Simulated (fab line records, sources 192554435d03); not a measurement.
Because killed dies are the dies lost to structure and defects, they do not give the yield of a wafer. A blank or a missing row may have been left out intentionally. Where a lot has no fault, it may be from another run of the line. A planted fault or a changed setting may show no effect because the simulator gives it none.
fab line records / flow n5-finfet
record: lots: 7 wafers: 21 last-day: 17
route steps=1938 shown BEOL_M0_SAQP@635
lots that met no fault: taken from a fault-free run of the same line
start-h: hours from the record's opening day to when the first of the lot's shown wafers began / wait-h: hours since the lot's step before / " same as the row above / L1.1+2: a row that stands for several wafers / - either no value or no given start / * or withheld: withheld / < > ~ a bound
route shown NAME@n: a module of which the file shows steps, and the number in the route of the first / usual: mean/standard deviation taken from wafers without a fault / same: alike in all rows / chamber/n: place in a boat / sites: readings site by site / _std_site: the values' standard deviation / _edge_site: inner sites' mean taken away from outer sites' mean / radius-mm: how far each site lies from the wafer's centre / mask NAME#n: copy n / behind: the last tool/chamber to shape the wafer / hold: reason for holding the lot/hours on hold/outcome of the hold / device: names the non-switching transistor (n, p or np) / end of line: the same wafers' tests at the end of the route / where a step has no rows: the recipe by itself / killed: dies lost to structure and defects at the first sort, not the wafer's yield / map: per-die view of a wafer (x killed, . not killed, _ where there is no die)
set.NAME: the setting the step ran with; set.NAME@STEP: the setting that earlier step ran with / model.NAME: the simulator's own value behind a step, which no gauge read
certain route steps with their lots: each step a table, each wafer a row
services: when a tool's chamber went out of use (start-h, in hours from the record's first day, below 0 if earlier), for how many hours, and the reason
== steps ==
step: N5_BEOL_M0_SAQP_PECVD_03
recipe: material: SiCN target-thk-a: 120 temp-c: withheld precursor: 3MS/NH3 pressure-torr: 3 rf-w: 202 time-s: 21.1
usual: showerhead-plenum-p-Torr: 3.659/0.012 throttle-valve-pct: 9.0/0.52
lot.wafer=L948.2 tool=pecvd-03 chamber=1 start-h=139.09 wait-h=0.1 showerhead-plenum-p-Torr=3.656 throttle-valve-pct=8.7
lot.wafer=L948.3 tool=pecvd-03 chamber=2 start-h=139.09 wait-h=0.1 showerhead-plenum-p-Torr=3.668 throttle-valve-pct=8.2
lot.wafer=L948.5 tool=pecvd-03 chamber=1 start-h=139.09 wait-h=0.1 showerhead-plenum-p-Torr=3.672 throttle-valve-pct=8.8
lot.wafer=L951.3 tool=pecvd-02 chamber=1 start-h=153.61 wait-h=0.1 showerhead-plenum-p-Torr=3.668 throttle-valve-pct=8.9
lot.wafer=L951.4 tool=pecvd-02 chamber=0 start-h=153.61 wait-h=0.1 showerhead-plenum-p-Torr=3.677 throttle-valve-pct=9.8
lot.wafer=L951.5 tool=pecvd-02 chamber=1 start-h=153.61 wait-h=0.1 showerhead-plenum-p-Torr=3.651 throttle-valve-pct=9.2
lot.wafer=L961.3 tool=pecvd-02 chamber=2 start-h=216.83 wait-h=0.1 showerhead-plenum-p-Torr=3.660 throttle-valve-pct=9.0
lot.wafer=L961.4 tool=pecvd-02 chamber=0 start-h=216.83 wait-h=0.1 showerhead-plenum-p-Torr=3.674 throttle-valve-pct=9.6
lot.wafer=L961.5 tool=pecvd-02 chamber=1 start-h=216.83 wait-h=0.1 showerhead-plenum-p-Torr=3.651 throttle-valve-pct=9.0
lot.wafer=L962.2 tool=pecvd-03 chamber=0 start-h=220.19 wait-h=0.1 showerhead-plenum-p-Torr=3.664 throttle-valve-pct=9.0
lot.wafer=L962.5 tool=pecvd-03 chamber=0 start-h=220.19 wait-h=0.1 showerhead-plenum-p-Torr=3.662 throttle-valve-pct=8.7
lot.wafer=L962.6 tool=pecvd-03 chamber=1 start-h=220.19 wait-h=0.1 showerhead-plenum-p-Torr=3.661 throttle-valve-pct=8.6
lot.wafer=L963.2 tool=pecvd-03 chamber=2 start-h=229.06 wait-h=0.1 showerhead-plenum-p-Torr=3.665 throttle-valve-pct=8.5
lot.wafer=L963.3 tool=pecvd-03 chamber=0 start-h=229.06 wait-h=0.1 showerhead-plenum-p-Torr=3.660 throttle-valve-pct=8.9
lot.wafer=L963.4 tool=pecvd-03 chamber=2 start-h=229.06 wait-h=0.1 showerhead-plenum-p-Torr=3.671 throttle-valve-pct=8.4
lot.wafer=L965.3 tool=pecvd-01 chamber=1 start-h=235.73 wait-h=0.1 showerhead-plenum-p-Torr=3.623 throttle-valve-pct=10.0
lot.wafer=L965.4 tool=pecvd-01 chamber=2 start-h=235.73 wait-h=0.1 showerhead-plenum-p-Torr=3.643 throttle-valve-pct=8.8
lot.wafer=L965.6 tool=pecvd-01 chamber=1 start-h=235.73 wait-h=0.1 showerhead-plenum-p-Torr=3.628 throttle-valve-pct=10.0
lot.wafer=L966.1 tool=pecvd-03 chamber=1 start-h=242.69 wait-h=0.1 showerhead-plenum-p-Torr=3.671 throttle-valve-pct=8.7
lot.wafer=L966.4 tool=pecvd-03 chamber=0 start-h=242.69 wait-h=0.1 showerhead-plenum-p-Torr=3.666 throttle-valve-pct=8.5
lot.wafer=L966.5 tool=pecvd-03 chamber=2 start-h=242.69 wait-h=0.1 showerhead-plenum-p-Torr=3.673 throttle-valve-pct=8.2
step: N5_BEOL_M0_SAQP_PECVD_96
recipe: material: a-Si target-thk-a: 450 temp-c: 350 precursor: SiH4/He pressure-torr: 3 rf-w: 100 time-s: 45.2
usual: heater-power-w: 609/54 showerhead-plenum-p-Torr: 5.65/0.046 throttle-valve-pct: 18.0/0.98
lot.wafer=L948.2 tool=pecvd-03 chamber=1 start-h=139.12 wait-h=0.0 heater-power-w=679 showerhead-plenum-p-Torr=5.67 throttle-valve-pct=17.9
lot.wafer=L948.3 tool=pecvd-03 chamber=2 start-h=139.12 wait-h=0.0 heater-power-w=570 showerhead-plenum-p-Torr=5.69 throttle-valve-pct=16.6
lot.wafer=L948.5 tool=pecvd-03 chamber=1 start-h=139.12 wait-h=0.0 heater-power-w=694 showerhead-plenum-p-Torr=5.69 throttle-valve-pct=17.7
lot.wafer=L951.3 tool=pecvd-02 chamber=1 start-h=153.64 wait-h=0.0 heater-power-w=559 showerhead-plenum-p-Torr=5.61 throttle-valve-pct=18.2
lot.wafer=L951.4 tool=pecvd-02 chamber=0 start-h=153.64 wait-h=0.0 heater-power-w=680 showerhead-plenum-p-Torr=5.69 throttle-valve-pct=19.0
lot.wafer=L951.5 tool=pecvd-02 chamber=1 start-h=153.64 wait-h=0.0 heater-power-w=559 showerhead-plenum-p-Torr=5.62 throttle-valve-pct=18.3
lot.wafer=L961.3 tool=pecvd-02 chamber=2 start-h=216.86 wait-h=0.0 heater-power-w=604 showerhead-plenum-p-Torr=5.65 throttle-valve-pct=17.4
lot.wafer=L961.4 tool=pecvd-02 chamber=0 start-h=216.86 wait-h=0.0 heater-power-w=698 showerhead-plenum-p-Torr=5.69 throttle-valve-pct=19.4
lot.wafer=L961.5 tool=pecvd-02 chamber=1 start-h=216.86 wait-h=0.0 heater-power-w=499 showerhead-plenum-p-Torr=5.63 throttle-valve-pct=17.7
lot.wafer=L962.2 tool=pecvd-03 chamber=0 start-h=220.24 wait-h=0.0 heater-power-w=632 showerhead-plenum-p-Torr=5.67 throttle-valve-pct=17.7
lot.wafer=L962.5 tool=pecvd-03 chamber=0 start-h=220.24 wait-h=0.0 heater-power-w=658 showerhead-plenum-p-Torr=5.67 throttle-valve-pct=17.8
lot.wafer=L962.6 tool=pecvd-03 chamber=1 start-h=220.24 wait-h=0.0 heater-power-w=682 showerhead-plenum-p-Torr=5.67 throttle-valve-pct=17.7
lot.wafer=L963.2 tool=pecvd-03 chamber=2 start-h=229.09 wait-h=0.0 heater-power-w=565 showerhead-plenum-p-Torr=5.68 throttle-valve-pct=16.7
lot.wafer=L963.3 tool=pecvd-03 chamber=0 start-h=229.09 wait-h=0.0 heater-power-w=641 showerhead-plenum-p-Torr=5.67 throttle-valve-pct=17.6
lot.wafer=L963.4 tool=pecvd-03 chamber=2 start-h=229.09 wait-h=0.0 heater-power-w=578 showerhead-plenum-p-Torr=5.69 throttle-valve-pct=16.8
lot.wafer=L965.3 tool=pecvd-01 chamber=1 start-h=235.78 wait-h=0.0 heater-power-w=568 showerhead-plenum-p-Torr=5.52 throttle-valve-pct=20.0
lot.wafer=L965.4 tool=pecvd-01 chamber=2 start-h=235.78 wait-h=0.0 heater-power-w=523 showerhead-plenum-p-Torr=5.59 throttle-valve-pct=18.0
lot.wafer=L965.6 tool=pecvd-01 chamber=1 start-h=235.78 wait-h=0.0 heater-power-w=581 showerhead-plenum-p-Torr=5.53 throttle-valve-pct=20.1
lot.wafer=L966.1 tool=pecvd-03 chamber=1 start-h=242.72 wait-h=0.0 heater-power-w=696 showerhead-plenum-p-Torr=5.66 throttle-valve-pct=17.5
lot.wafer=L966.4 tool=pecvd-03 chamber=0 start-h=242.72 wait-h=0.0 heater-power-w=613 showerhead-plenum-p-Torr=5.65 throttle-valve-pct=17.7
lot.wafer=L966.5 tool=pecvd-03 chamber=2 start-h=242.72 wait-h=0.0 heater-power-w=588 showerhead-plenum-p-Torr=5.67 throttle-valve-pct=16.5
step: N5_BEOL_M0_SAQP_PECVD_97
recipe: material: SiNx target-thk-a: 230 temp-c: 350 precursor: SiH4/NH3/N2 pressure-torr: 1.5 rf-w: 300 time-s: 19.9
usual: heater-power-w: 545/56 showerhead-plenum-p-Torr: 5.11/0.061 throttle-valve-pct: 39.5/2.2
lot.wafer=L948.2 tool=pecvd-03 chamber=1 start-h=139.16 wait-h=0.0 heater-power-w=598 showerhead-plenum-p-Torr=5.14 throttle-valve-pct=38.8
lot.wafer=L948.3 tool=pecvd-03 chamber=2 start-h=139.16 wait-h=0.0 heater-power-w=598 showerhead-plenum-p-Torr=5.14 throttle-valve-pct=36.3
lot.wafer=L948.5 tool=pecvd-03 chamber=1 start-h=139.16 wait-h=0.0 heater-power-w=587 showerhead-plenum-p-Torr=5.13 throttle-valve-pct=38.8
lot.wafer=L951.3 tool=pecvd-02 chamber=1 start-h=153.69 wait-h=0.0 heater-power-w=431 showerhead-plenum-p-Torr=5.10 throttle-valve-pct=39.3
lot.wafer=L951.4 tool=pecvd-02 chamber=0 start-h=153.69 wait-h=0.0 heater-power-w=642 showerhead-plenum-p-Torr=5.18 throttle-valve-pct=42.6
lot.wafer=L951.5 tool=pecvd-02 chamber=1 start-h=153.69 wait-h=0.0 heater-power-w=454 showerhead-plenum-p-Torr=5.08 throttle-valve-pct=39.5
lot.wafer=L961.3 tool=pecvd-02 chamber=2 start-h=216.90 wait-h=0.0 heater-power-w=514 showerhead-plenum-p-Torr=5.14 throttle-valve-pct=38.2
lot.wafer=L961.4 tool=pecvd-02 chamber=0 start-h=216.90 wait-h=0.0 heater-power-w=623 showerhead-plenum-p-Torr=5.18 throttle-valve-pct=42.7
lot.wafer=L961.5 tool=pecvd-02 chamber=1 start-h=216.90 wait-h=0.0 heater-power-w=495 showerhead-plenum-p-Torr=5.10 throttle-valve-pct=39.2
lot.wafer=L962.2 tool=pecvd-03 chamber=0 start-h=220.30 wait-h=0.0 heater-power-w=558 showerhead-plenum-p-Torr=5.13 throttle-valve-pct=38.8
lot.wafer=L962.5 tool=pecvd-03 chamber=0 start-h=220.30 wait-h=0.0 heater-power-w=553 showerhead-plenum-p-Torr=5.13 throttle-valve-pct=38.4
lot.wafer=L962.6 tool=pecvd-03 chamber=1 start-h=220.30 wait-h=0.0 heater-power-w=629 showerhead-plenum-p-Torr=5.13 throttle-valve-pct=38.7
lot.wafer=L963.2 tool=pecvd-03 chamber=2 start-h=229.14 wait-h=0.0 heater-power-w=603 showerhead-plenum-p-Torr=5.16 throttle-valve-pct=36.3
lot.wafer=L963.3 tool=pecvd-03 chamber=0 start-h=229.14 wait-h=0.0 heater-power-w=492 showerhead-plenum-p-Torr=5.14 throttle-valve-pct=38.6
lot.wafer=L963.4 tool=pecvd-03 chamber=2 start-h=229.14 wait-h=0.0 heater-power-w=610 showerhead-plenum-p-Torr=5.16 throttle-valve-pct=36.6
lot.wafer=L965.3 tool=pecvd-01 chamber=1 start-h=235.85 wait-h=0.0 heater-power-w=502 showerhead-plenum-p-Torr=4.95 throttle-valve-pct=44.5
lot.wafer=L965.4 tool=pecvd-01 chamber=2 start-h=235.85 wait-h=0.0 heater-power-w=550 showerhead-plenum-p-Torr=5.05 throttle-valve-pct=39.2
lot.wafer=L965.6 tool=pecvd-01 chamber=1 start-h=235.85 wait-h=0.0 heater-power-w=507 showerhead-plenum-p-Torr=4.94 throttle-valve-pct=44.4
lot.wafer=L966.1 tool=pecvd-03 chamber=1 start-h=242.76 wait-h=0.0 heater-power-w=592 showerhead-plenum-p-Torr=5.14 throttle-valve-pct=38.7
lot.wafer=L966.4 tool=pecvd-03 chamber=0 start-h=242.76 wait-h=0.0 heater-power-w=562 showerhead-plenum-p-Torr=5.12 throttle-valve-pct=38.8
lot.wafer=L966.5 tool=pecvd-03 chamber=2 start-h=242.76 wait-h=0.0 heater-power-w=552 showerhead-plenum-p-Torr=5.15 throttle-valve-pct=36.7
step: N5_BEOL_M0_SAQP_PECVD_04
recipe: material: a-Si target-thk-a: 600 temp-c: 350 precursor: SiH4/He pressure-torr: 3 rf-w: 100 time-s: 60.2
usual: heater-power-w: 621/50 showerhead-plenum-p-Torr: 5.64/0.046 throttle-valve-pct: 18.0/1
lot.wafer=L948.2 tool=pecvd-03 chamber=1 start-h=139.20 wait-h=0.0 heater-power-w=698 showerhead-plenum-p-Torr=5.66 throttle-valve-pct=17.6
lot.wafer=L948.3 tool=pecvd-03 chamber=2 start-h=139.20 wait-h=0.0 heater-power-w=664 showerhead-plenum-p-Torr=5.68 throttle-valve-pct=16.3
lot.wafer=L948.5 tool=pecvd-03 chamber=1 start-h=139.20 wait-h=0.0 heater-power-w=696 showerhead-plenum-p-Torr=5.66 throttle-valve-pct=17.4
lot.wafer=L951.3 tool=pecvd-02 chamber=1 start-h=153.73 wait-h=0.0 heater-power-w=577 showerhead-plenum-p-Torr=5.62 throttle-valve-pct=18.1
lot.wafer=L951.4 tool=pecvd-02 chamber=0 start-h=153.73 wait-h=0.0 heater-power-w=643 showerhead-plenum-p-Torr=5.69 throttle-valve-pct=19.2
lot.wafer=L951.5 tool=pecvd-02 chamber=1 start-h=153.73 wait-h=0.0 heater-power-w=567 showerhead-plenum-p-Torr=5.62 throttle-valve-pct=18.4
lot.wafer=L961.3 tool=pecvd-02 chamber=2 start-h=216.94 wait-h=0.0 heater-power-w=608 showerhead-plenum-p-Torr=5.66 throttle-valve-pct=17.6
lot.wafer=L961.4 tool=pecvd-02 chamber=0 start-h=216.94 wait-h=0.0 heater-power-w=708 showerhead-plenum-p-Torr=5.68 throttle-valve-pct=19.4
lot.wafer=L961.5 tool=pecvd-02 chamber=1 start-h=216.94 wait-h=0.0 heater-power-w=509 showerhead-plenum-p-Torr=5.62 throttle-valve-pct=18.3
lot.wafer=L962.2 tool=pecvd-03 chamber=0 start-h=220.36 wait-h=0.0 heater-power-w=607 showerhead-plenum-p-Torr=5.67 throttle-valve-pct=17.6
lot.wafer=L962.5 tool=pecvd-03 chamber=0 start-h=220.36 wait-h=0.0 heater-power-w=611 showerhead-plenum-p-Torr=5.67 throttle-valve-pct=17.7
lot.wafer=L962.6 tool=pecvd-03 chamber=1 start-h=220.36 wait-h=0.0 heater-power-w=667 showerhead-plenum-p-Torr=5.67 throttle-valve-pct=17.8
lot.wafer=L963.2 tool=pecvd-03 chamber=2 start-h=229.18 wait-h=0.0 heater-power-w=659 showerhead-plenum-p-Torr=5.67 throttle-valve-pct=16.8
lot.wafer=L963.3 tool=pecvd-03 chamber=0 start-h=229.18 wait-h=0.0 heater-power-w=638 showerhead-plenum-p-Torr=5.66 throttle-valve-pct=17.6
lot.wafer=L963.4 tool=pecvd-03 chamber=2 start-h=229.18 wait-h=0.0 heater-power-w=647 showerhead-plenum-p-Torr=5.68 throttle-valve-pct=16.7
lot.wafer=L965.3 tool=pecvd-01 chamber=1 start-h=235.92 wait-h=0.1 heater-power-w=517 showerhead-plenum-p-Torr=5.52 throttle-valve-pct=20.2
lot.wafer=L965.4 tool=pecvd-01 chamber=2 start-h=235.92 wait-h=0.1 heater-power-w=575 showerhead-plenum-p-Torr=5.60 throttle-valve-pct=17.8
lot.wafer=L965.6 tool=pecvd-01 chamber=1 start-h=235.92 wait-h=0.1 heater-power-w=524 showerhead-plenum-p-Torr=5.52 throttle-valve-pct=19.7
lot.wafer=L966.1 tool=pecvd-03 chamber=1 start-h=242.80 wait-h=0.0 heater-power-w=683 showerhead-plenum-p-Torr=5.65 throttle-valve-pct=17.7
lot.wafer=L966.4 tool=pecvd-03 chamber=0 start-h=242.80 wait-h=0.0 heater-power-w=626 showerhead-plenum-p-Torr=5.65 throttle-valve-pct=17.7
lot.wafer=L966.5 tool=pecvd-03 chamber=2 start-h=242.80 wait-h=0.0 heater-power-w=597 showerhead-plenum-p-Torr=5.67 throttle-valve-pct=16.8
step: N5_BEOL_M0_SAQP_THK_MEAS_05
usual: thk-nm: 59.8/0.66
lot.wafer=L948.2 tool=film-metro-01 chamber=- start-h=139.30 wait-h=0.1 thk-nm=60.0
lot.wafer=L948.3 tool=film-metro-01 chamber=- start-h=139.30 wait-h=0.1 thk-nm=60.2
lot.wafer=L948.5 tool=film-metro-01 chamber=- start-h=139.30 wait-h=0.1 thk-nm=60.9
lot.wafer=L951.3 tool=film-metro-01 chamber=- start-h=153.82 wait-h=0.1 thk-nm=59.7
lot.wafer=L951.4 tool=film-metro-01 chamber=- start-h=153.82 wait-h=0.1 thk-nm=60.7
lot.wafer=L951.5 tool=film-metro-01 chamber=- start-h=153.82 wait-h=0.1 thk-nm=60.8
lot.wafer=L961.3 tool=film-metro-02 chamber=- start-h=217.04 wait-h=0.1 thk-nm=58.8
lot.wafer=L961.4 tool=film-metro-02 chamber=- start-h=217.04 wait-h=0.1 thk-nm=59.7
lot.wafer=L961.5 tool=film-metro-02 chamber=- start-h=217.04 wait-h=0.1 thk-nm=59.9
lot.wafer=L962.2 tool=film-metro-01 chamber=- start-h=220.49 wait-h=0.1 thk-nm=59.0
lot.wafer=L962.5 tool=film-metro-01 chamber=- start-h=220.49 wait-h=0.1 thk-nm=60.1
lot.wafer=L962.6 tool=film-metro-01 chamber=- start-h=220.49 wait-h=0.1 thk-nm=59.4
lot.wafer=L963.2 tool=film-metro-01 chamber=- start-h=229.27 wait-h=0.1 thk-nm=58.9
lot.wafer=L963.3 tool=film-metro-01 chamber=- start-h=229.27 wait-h=0.1 thk-nm=59.0
lot.wafer=L963.4 tool=film-metro-01 chamber=- start-h=229.27 wait-h=0.1 thk-nm=60.2
lot.wafer=L965.3 tool=film-metro-01 chamber=- start-h=236.01 wait-h=0.1 thk-nm=60.4
lot.wafer=L965.4 tool=film-metro-01 chamber=- start-h=236.01 wait-h=0.1 thk-nm=60.4
lot.wafer=L965.6 tool=film-metro-01 chamber=- start-h=236.01 wait-h=0.1 thk-nm=60.8
lot.wafer=L966.1 tool=film-metro-02 chamber=- start-h=242.90 wait-h=0.1 thk-nm=59.9
lot.wafer=L966.4 tool=film-metro-02 chamber=- start-h=242.90 wait-h=0.1 thk-nm=60.3
lot.wafer=L966.5 tool=film-metro-02 chamber=- start-h=242.90 wait-h=0.1 thk-nm=60.6
step: N5_BEOL_M0_SAQP_HM_DEP_111
recipe: material: SiO2 target-thk-a: 120 temp-c: 400 precursor: SiH4/N2O pressure-torr: 0.75 rf-w: 275 time-s: 7.2
usual: heater-power-w: 766/84 showerhead-plenum-p-Torr: 8.06/0.14
lot.wafer=L948.2 tool=pecvd-01 chamber=1 start-h=139.33 wait-h=0.0 heater-power-w=644 showerhead-plenum-p-Torr=7.74
lot.wafer=L948.3 tool=pecvd-01 chamber=0 start-h=139.33 wait-h=0.0 heater-power-w=935 showerhead-plenum-p-Torr=8.03
lot.wafer=L948.5 tool=pecvd-01 chamber=0 start-h=139.33 wait-h=0.0 heater-power-w=926 showerhead-plenum-p-Torr=8.00
lot.wafer=L951.3 tool=pecvd-02 chamber=2 start-h=153.86 wait-h=0.0 heater-power-w=778 showerhead-plenum-p-Torr=8.09
lot.wafer=L951.4 tool=pecvd-02 chamber=2 start-h=153.86 wait-h=0.0 heater-power-w=784 showerhead-plenum-p-Torr=8.09
lot.wafer=L951.5 tool=pecvd-02 chamber=1 start-h=153.86 wait-h=0.0 heater-power-w=729 showerhead-plenum-p-Torr=8.03
lot.wafer=L961.3 tool=pecvd-01 chamber=0 start-h=217.10 wait-h=0.1 heater-power-w=880 showerhead-plenum-p-Torr=8.05
lot.wafer=L961.4 tool=pecvd-01 chamber=1 start-h=217.10 wait-h=0.1 heater-power-w=708 showerhead-plenum-p-Torr=7.74
lot.wafer=L961.5 tool=pecvd-01 chamber=0 start-h=217.10 wait-h=0.1 heater-power-w=864 showerhead-plenum-p-Torr=8.03
lot.wafer=L962.2 tool=pecvd-01 chamber=1 start-h=220.53 wait-h=0.0 heater-power-w=616 showerhead-plenum-p-Torr=7.74
lot.wafer=L962.5 tool=pecvd-01 chamber=1 start-h=220.53 wait-h=0.0 heater-power-w=628 showerhead-plenum-p-Torr=7.76
lot.wafer=L962.6 tool=pecvd-01 chamber=0 start-h=220.53 wait-h=0.0 heater-power-w=919 showerhead-plenum-p-Torr=8.02
lot.wafer=L963.2 tool=pecvd-01 chamber=1 start-h=229.31 wait-h=0.0 heater-power-w=725 showerhead-plenum-p-Torr=7.76
lot.wafer=L963.3 tool=pecvd-01 chamber=0 start-h=229.31 wait-h=0.0 heater-power-w=785 showerhead-plenum-p-Torr=8.03
lot.wafer=L963.4 tool=pecvd-01 chamber=1 start-h=229.31 wait-h=0.0 heater-power-w=700 showerhead-plenum-p-Torr=7.76
lot.wafer=L965.3 tool=pecvd-02 chamber=2 start-h=236.05 wait-h=0.0 heater-power-w=659 showerhead-plenum-p-Torr=8.10
lot.wafer=L965.4 tool=pecvd-02 chamber=1 start-h=236.05 wait-h=0.0 heater-power-w=682 showerhead-plenum-p-Torr=8.03
lot.wafer=L965.6 tool=pecvd-02 chamber=0 start-h=236.05 wait-h=0.0 heater-power-w=797 showerhead-plenum-p-Torr=8.22
lot.wafer=L966.1 tool=pecvd-03 chamber=2 start-h=242.94 wait-h=0.0 heater-power-w=801 showerhead-plenum-p-Torr=8.19
lot.wafer=L966.4 tool=pecvd-03 chamber=2 start-h=242.94 wait-h=0.0 heater-power-w=774 showerhead-plenum-p-Torr=8.18
lot.wafer=L966.5 tool=pecvd-03 chamber=1 start-h=242.94 wait-h=0.0 heater-power-w=826 showerhead-plenum-p-Torr=8.11
step: N5_BEOL_M0_SAQP_COAT_81
recipe: resist: SOC temp-c: 250 time-s: 60 spin-rpm: 1500 resist-thk-nm: 100
step: N5_BEOL_M0_SAQP_COAT_82
recipe: resist: SiARC temp-c: 220 time-s: 60 spin-rpm: 1500 resist-thk-nm: 30
step: N5_BEOL_M0_SAQP_COAT_08
recipe: resist: CAR-ArF spin-rpm: 1500 resist-thk-nm: 90
step: N5_BEOL_M0_SAQP_EBR_10
recipe: solvent: PGMEA ebr-width-mm: 1.5
step: N5_BEOL_M0_SAQP_SOFTBAKE_09
recipe: temp-c: 110 time-s: 60 resist: CAR-ArF
step: N5_BEOL_M0_SAQP_EXPOSE_11
recipe: mask-id: M0_CORE na: 1.35 source-shape: dipole sigma-inner: 0.538 sigma-outer: 0.738 polarization: te target-cd-nm: 42 dose-mj: 55
step: N5_BEOL_M0_SAQP_PEB_12
recipe: peb-temp-c: withheld peb-time-s: 60 resist: CAR-ArF
usual: chill-plate-temp-C: 22.97/0.11 exhaust-pa: 45.0/0.9 resist-line-temp-C: 23.01/0.097
lot.wafer=L948.2 tool=litho-track-03 chamber=0 start-h=139.61 wait-h=0.0 chill-plate-temp-C=22.72 exhaust-pa=45.3 resist-line-temp-C=22.93
lot.wafer=L948.3 tool=litho-track-03 chamber=0 start-h=139.61 wait-h=0.0 chill-plate-temp-C=22.85 exhaust-pa=44.1 resist-line-temp-C=22.94
lot.wafer=L948.5 tool=litho-track-03 chamber=0 start-h=139.61 wait-h=0.0 chill-plate-temp-C=22.83 exhaust-pa=44.2 resist-line-temp-C=23.08
lot.wafer=L951.3 tool=litho-track-04 chamber=0 start-h=154.12 wait-h=0.0 chill-plate-temp-C=23.28 exhaust-pa=46.1 resist-line-temp-C=23.07
lot.wafer=L951.4 tool=litho-track-04 chamber=0 start-h=154.12 wait-h=0.0 chill-plate-temp-C=23.05 exhaust-pa=44.0 resist-line-temp-C=23.08
lot.wafer=L951.5 tool=litho-track-04 chamber=0 start-h=154.12 wait-h=0.0 chill-plate-temp-C=23.01 exhaust-pa=45.0 resist-line-temp-C=23.14
lot.wafer=L961.3 tool=litho-track-03 chamber=- start-h=217.35 wait-h=0.0 chill-plate-temp-C=- exhaust-pa=- resist-line-temp-C=-
lot.wafer=L961.4 tool=litho-track-03 chamber=- start-h=217.35 wait-h=0.0 chill-plate-temp-C=- exhaust-pa=- resist-line-temp-C=-
lot.wafer=L961.5 tool=litho-track-03 chamber=- start-h=217.35 wait-h=0.0 chill-plate-temp-C=- exhaust-pa=- resist-line-temp-C=-
lot.wafer=L962.2 tool=litho-track-01 chamber=- start-h=220.93 wait-h=0.0 chill-plate-temp-C=- exhaust-pa=- resist-line-temp-C=-
lot.wafer=L962.5 tool=litho-track-01 chamber=- start-h=220.93 wait-h=0.0 chill-plate-temp-C=- exhaust-pa=- resist-line-temp-C=-
lot.wafer=L962.6 tool=litho-track-01 chamber=- start-h=220.93 wait-h=0.0 chill-plate-temp-C=- exhaust-pa=- resist-line-temp-C=-
lot.wafer=L963.2 tool=litho-track-04 chamber=- start-h=229.59 wait-h=0.0 chill-plate-temp-C=- exhaust-pa=- resist-line-temp-C=-
lot.wafer=L963.3 tool=litho-track-04 chamber=- start-h=229.59 wait-h=0.0 chill-plate-temp-C=- exhaust-pa=- resist-line-temp-C=-
lot.wafer=L963.4 tool=litho-track-04 chamber=- start-h=229.59 wait-h=0.0 chill-plate-temp-C=- exhaust-pa=- resist-line-temp-C=-
lot.wafer=L965.3 tool=litho-track-01 chamber=0 start-h=236.43 wait-h=0.0 chill-plate-temp-C=23.06 exhaust-pa=44.9 resist-line-temp-C=22.98
lot.wafer=L965.4 tool=litho-track-01 chamber=0 start-h=236.43 wait-h=0.0 chill-plate-temp-C=23.03 exhaust-pa=45.0 resist-line-temp-C=23.06
lot.wafer=L965.6 tool=litho-track-01 chamber=0 start-h=236.43 wait-h=0.0 chill-plate-temp-C=23.02 exhaust-pa=44.9 resist-line-temp-C=23.00
lot.wafer=L966.1 tool=litho-track-03 chamber=0 start-h=243.31 wait-h=0.1 chill-plate-temp-C=22.98 exhaust-pa=45.6 resist-line-temp-C=23.15
lot.wafer=L966.4 tool=litho-track-03 chamber=0 start-h=243.31 wait-h=0.1 chill-plate-temp-C=22.82 exhaust-pa=46.0 resist-line-temp-C=23.04
lot.wafer=L966.5 tool=litho-track-03 chamber=0 start-h=243.31 wait-h=0.1 chill-plate-temp-C=23.02 exhaust-pa=45.2 resist-line-temp-C=23.09
step: N5_BEOL_M0_SAQP_DEVELOP_13
recipe: develop-time-s: 30 developer: TMAH resist: CAR-ArF dev-temp-c: 23 rinse-liquid: diw dry: air-spin
== services ==
tool=litho-track-03 chamber=- start-h=115.09 hours=- kind=consumable-replace:filter
tool=pecvd-01 chamber=2 start-h=135.18 hours=6.6 kind=repair
tool=pecvd-03 chamber=1 start-h=135.41 hours=2.1 kind=scheduled-down
tool=litho-track-01 chamber=- start-h=161.72 hours=- kind=consumable-replace:filter
tool=litho-track-01 chamber=- start-h=175.14 hours=- kind=consumable-replace:filter
tool=pecvd-03 chamber=2 start-h=178.74 hours=5.0 kind=scheduled-down
tool=pecvd-01 chamber=2 start-h=202.38 hours=- kind=clean
tool=pecvd-01 chamber=2 start-h=202.38 hours=- kind=consumable-replace:showerhead
tool=pecvd-01 chamber=2 start-h=202.38 hours=29.0 kind=scheduled-down
tool=pecvd-01 chamber=2 start-h=202.38 hours=29.0 kind=vent-cycle
tool=pecvd-03 chamber=2 start-h=214.79 hours=5.7 kind=repair
tool=pecvd-01 chamber=0 start-h=232.98 hours=16.5 kind=scheduled-down
== key ==
first-sign: step: N5_BEOL_M0_SAQP_PEB_12 reading: tool-record direction: missing
effect none on later readings
met-at N5_BEOL_M0_SAQP_PEB_12
struck-wafers L961.3,L961.4,L961.5,L962.2,L962.5,L962.6,L963.2,L963.3,L963.4
later-rows-left-out L961.3,L961.4,L961.5,L962.2,L962.5,L962.6,L963.2,L963.3,L963.4
sort-left-out L961.3,L961.4,L961.5,L962.2,L962.5,L962.6,L963.2,L963.3,L963.4
onset-between 154.12 217.35
fault: kind: skipped-step-whole tool: litho-track-01,litho-track-03,litho-track-04 chamber: - onset-h: 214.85 steps: N5_BEOL_M0_SAQP_PEB_12 scope: struck-lots-only
sort-left-out: the simulated sort isn't trusted on such a fault, so these wafers' sort isn't shown, and their yield isn't known
later-rows-left-out: the simulator's readings of these wafers behind a module that went badly wrong aren't trusted and aren't shown, but for the sort
